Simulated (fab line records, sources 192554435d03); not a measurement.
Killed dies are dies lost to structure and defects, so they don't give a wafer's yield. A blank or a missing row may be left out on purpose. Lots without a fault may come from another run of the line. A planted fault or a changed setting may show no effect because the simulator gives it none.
Chamber matching | flow n5_finfet | N5_BEOL_M6_ILD_DEP_00 on pecvd-02: 3 sister chambers
The step deposits SiCOH lowk from DEMS/porogen, target thk 179.75 nm, time 33.4 s. 6 wafers are shown with their chamber, then 8 later ones without.

WAFERS WITH THEIR CHAMBER
wafer  | chamber | throttle_valve_pct (%) | showerhead_plenum_p_Torr (Torr)
L081.6 | 2       | 13.7                   | 5.766
L083.2 | 2       | 13.6                   | 5.748
L083.6 | 0       | 13.8                   | 5.701
L087.2 | 0       | 13.7                   | 5.708
L087.5 | 1       | 15.1                   | 5.766
L092.1 | 1       | 15.2                   | 5.753

WAFERS WITHOUT THEIR CHAMBER
wafer  | throttle_valve_pct (%) | showerhead_plenum_p_Torr (Torr)
L092.2 | 14.0                   | 5.757
L092.4 | 13.8                   | 5.704
L095.2 | 13.6                   | 5.707
L095.5 | 13.3                   | 5.757
L095.6 | 14.1                   | 5.715
L096.2 | 13.7                   | 5.715
L096.5 | 14.9                   | 5.767
L096.6 | 13.7                   | 5.695

WHICH CHAMBER EACH WENT THROUGH
wafer  | from the rows above     | in truth
L092.2 | can't be placed: 2 or 0 | 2
L092.4 | 0                       | 0
L095.2 | 0                       | 0
L095.5 | 2                       | 2
L095.6 | 0                       | 0
L096.2 | 0                       | 0
L096.5 | 1                       | 1
L096.6 | 0                       | 0
Placed correctly: 7 of 8. Can't be placed from these rows: 1 (the true chamber is among the candidates in 1). Placed wrongly: 0.
How it was worked out, from the rows above alone: a wafer's distance from a chamber is the root of the sum, over the readings, of the square of ((its reading less the chamber's mean) divided by the reading's scatter). The wafer belongs to the nearest chamber; if the next one is less than 2 further off, it can't be placed. A chamber's mean is the mean of its shown wafers. The scatter: the root of (the sum of the squares of (reading less its chamber's mean) over the shown wafers, divided by (wafers less chambers)).
